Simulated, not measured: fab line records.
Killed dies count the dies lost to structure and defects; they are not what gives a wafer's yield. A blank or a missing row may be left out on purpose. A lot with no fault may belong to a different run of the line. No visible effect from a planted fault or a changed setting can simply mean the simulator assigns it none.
Which of the tools did it? -- flow nand_harc -- 14 lots, 42 wafers sampled, at 4 steps of a route of 1159

## WHAT THE GAUGES READ, wafer by wafer
Not one reading of a measure or inspect step in the record can be checked against a usual standard deviation.

## TOOL THAT RAN EACH LOT (tool first, then ch and the chambers of the sampled wafers, then the start)
lot,NHARC_A_CONTACT_ETCH_113,NHARC_A_CONTACT_ETCH_116,NHARC_A_CONTACT_ETCH_117,NHARC_A_CONTACT_ETCH_123
L551,"har_cap_etch-01 ch 0,1, day 16 16:36","har_cap_etch-01 ch 0,1, day 16 16:52","har_cap_etch-01 ch 0,1, day 16 16:58","har_cap_etch-01 ch 0,1, day 16 17:33"
L553,"har_cap_etch-01 ch 0,1, day 16 20:55","har_cap_etch-01 ch 0,1, day 16 21:11","har_cap_etch-01 ch 0,1, day 16 21:16","har_cap_etch-01 ch 0,1, day 16 21:54"
L555,"har_cap_etch-03 ch 0,1, day 17 05:14","har_cap_etch-03 ch 0,1, day 17 05:31","har_cap_etch-03 ch 0,1, day 17 05:37","har_cap_etch-03 ch 0,1, day 17 06:16"
L552,"har_cap_etch-02 ch 0,1, day 17 08:35","har_cap_etch-02 ch 0,1, day 17 08:52","har_cap_etch-02 ch 0,1, day 17 08:57","har_cap_etch-02 ch 0,1, day 17 09:32"
L558,"har_cap_etch-01 ch 1, day 18 18:52","har_cap_etch-01 ch 1, day 18 19:08","har_cap_etch-01 ch 1, day 18 19:14","har_cap_etch-01 ch 1, day 18 19:49"
L563,"har_cap_etch-03 ch 1, day 19 09:30","har_cap_etch-03 ch 1, day 19 09:46","har_cap_etch-03 ch 1, day 19 09:52","har_cap_etch-03 ch 1, day 19 10:25"
L562,"har_cap_etch-03 ch 0,1, day 19 14:46","har_cap_etch-03 ch 0,1, day 19 15:02","har_cap_etch-03 ch 0,1, day 19 15:08","har_cap_etch-03 ch 0,1, day 19 15:43"
L565,"har_cap_etch-02 ch 0,1, day 20 01:40","har_cap_etch-02 ch 0,1, day 20 01:56","har_cap_etch-02 ch 0,1, day 20 02:02","har_cap_etch-02 ch 0,1, day 20 02:39"
L566,"har_cap_etch-03 ch 1, day 20 02:23","har_cap_etch-03 ch 1, day 20 02:39","har_cap_etch-03 ch 1, day 20 02:44","har_cap_etch-03 ch 1, day 20 03:19"
L567,"har_cap_etch-03 ch 0,1, day 20 08:38","har_cap_etch-03 ch 0,1, day 20 08:55","har_cap_etch-03 ch 0,1, day 20 09:01","har_cap_etch-03 ch 0,1, day 20 09:36"
L568,"har_cap_etch-01 ch 0,1, day 21 00:52","har_cap_etch-01 ch 0,1, day 21 01:08","har_cap_etch-01 ch 0,1, day 21 01:14","har_cap_etch-01 ch 0,1, day 21 01:47"
L572,"har_cap_etch-02 ch 0,1, day 21 12:22","har_cap_etch-02 ch 0,1, day 21 12:38","har_cap_etch-02 ch 0,1, day 21 12:43","har_cap_etch-02 ch 0,1, day 21 13:16"
L571,"har_cap_etch-01 ch 0,1, day 21 14:21","har_cap_etch-01 ch 0,1, day 21 14:43","har_cap_etch-01 ch 0,1, day 21 14:50","har_cap_etch-01 ch 0,1, day 21 15:40"
L573,"har_cap_etch-03 ch 0,1, day 22 06:32","har_cap_etch-03 ch 0,1, day 22 06:49","har_cap_etch-03 ch 0,1, day 22 06:54","har_cap_etch-03 ch 0,1, day 22 07:27"
- NHARC_A_CONTACT_ETCH_113: etches the open film in C4F8/O2/Ar, time 94 s, target depth 922 nm.
- NHARC_A_CONTACT_ETCH_116: etches the open film in C4F8/O2/Ar, time 94 s, target depth 922 nm.
- NHARC_A_CONTACT_ETCH_117: etches the open film in C4F8/O2/Ar, time 94 s, target depth 922 nm.
- NHARC_A_CONTACT_ETCH_123: etches the open film in C4F8/O2/Ar, time 253 s, target depth 1090 nm.

## AS READ BY THE TOOLS THEMSELVES (means over the sampled wafers that have a number; for cases with no such wafer, the mark the record gives instead)
NHARC_A_CONTACT_ETCH_113.
lot,tool,chamber_pressure_mTorr (mTorr),oes_air_line_au (a.u.)
L551,har_cap_etch-01,20.003,1.003
L553,har_cap_etch-01,20.019,1.018
L555,har_cap_etch-03,19.984,0.993
L552,har_cap_etch-02,20.001,0.996
L558,har_cap_etch-01,19.992,1.009
L563,har_cap_etch-03,19.992,1.013
L562,har_cap_etch-03,19.998,0.985
L565,har_cap_etch-02,20.011,1.008
L566,har_cap_etch-03,20.003,0.997
L567,har_cap_etch-03,20.012,0.984
L568,har_cap_etch-01,19.985,0.997
L572,har_cap_etch-02,20.011,0.985
L571,har_cap_etch-01,19.996,1.006
L573,har_cap_etch-03,19.994,1.004

NHARC_A_CONTACT_ETCH_116.
lot,tool,chamber_pressure_mTorr (mTorr),oes_air_line_au (a.u.)
L551,har_cap_etch-01,19.980,0.996
L553,har_cap_etch-01,20.011,1.010
L555,har_cap_etch-03,-,-
L552,har_cap_etch-02,-,-
L558,har_cap_etch-01,19.989,1.000
L563,har_cap_etch-03,19.994,1.015
L562,har_cap_etch-03,20.000,0.986
L565,har_cap_etch-02,20.009,0.986
L566,har_cap_etch-03,20.001,0.980
L567,har_cap_etch-03,19.986,0.979
L568,har_cap_etch-01,19.983,1.014
L572,har_cap_etch-02,19.997,0.983
L571,har_cap_etch-01,19.992,1.015
L573,har_cap_etch-03,20.024,1.017

NHARC_A_CONTACT_ETCH_117.
lot,tool,chamber_pressure_mTorr (mTorr),oes_air_line_au (a.u.)
L551,har_cap_etch-01,20.016,1.003
L553,har_cap_etch-01,20.008,1.004
L555,har_cap_etch-03,20.002,1.002
L552,har_cap_etch-02,20.003,1.008
L558,har_cap_etch-01,20.000,0.999
L563,har_cap_etch-03,20.006,0.980
L562,har_cap_etch-03,19.995,0.975
L565,har_cap_etch-02,20.026,1.011
L566,har_cap_etch-03,19.990,1.021
L567,har_cap_etch-03,19.995,1.009
L568,har_cap_etch-01,19.979,1.000
L572,har_cap_etch-02,20.015,0.991
L571,har_cap_etch-01,19.996,0.996
L573,har_cap_etch-03,19.986,0.991

NHARC_A_CONTACT_ETCH_123.
lot,tool,chamber_pressure_mTorr (mTorr),oes_air_line_au (a.u.)
L551,har_cap_etch-01,20.032,1.002
L553,har_cap_etch-01,19.996,1.017
L555,har_cap_etch-03,20.009,1.009
L552,har_cap_etch-02,19.995,0.982
L558,har_cap_etch-01,20.000,1.014
L563,har_cap_etch-03,20.003,0.987
L562,har_cap_etch-03,20.011,1.024
L565,har_cap_etch-02,19.989,0.991
L566,har_cap_etch-03,19.994,0.995
L567,har_cap_etch-03,20.010,0.982
L568,har_cap_etch-01,20.002,0.985
L572,har_cap_etch-02,19.999,0.990
L571,har_cap_etch-01,19.987,1.008
L573,har_cap_etch-03,20.007,1.003

## THE ANSWER, worked out from the rows above alone
Rule: the lots themselves supply what counts as usual. Put in order of their means at a reading, lots are off if they are a third of the lots or fewer, leave a main group of 4 or more, and stand apart from it by a gap of 3 or more times the standard deviation of the main group's means; of several such gaps the widest counts. If all means in a main group match to the digits the tables above print for the reading, that group is not used. Also off: a lot with no number at a reading for which 4 or more lots have one. All remaining lots with rows at the step are treated as sound. The gauges are gone through in route order, then the tools' own readings, and for those a lot's mean is taken as printed above. The first step at which some lot is off is used, and at that step the reading that is off furthest; a lot without a number counts as furthest.
Off: L555, L552 (NHARC_A_CONTACT_ETCH_116, chamber_pressure_mTorr). Without a number there: L555, L552. Main group: mean 19.997 mTorr, sd 0.012.
If a tool, at that step or one of the process steps before it, ran each lot that is off and ran no sound lot following the first of them, it fits. No candidate that was tried fits.

## WHAT WAS PUT IN BY THE SIMULATOR
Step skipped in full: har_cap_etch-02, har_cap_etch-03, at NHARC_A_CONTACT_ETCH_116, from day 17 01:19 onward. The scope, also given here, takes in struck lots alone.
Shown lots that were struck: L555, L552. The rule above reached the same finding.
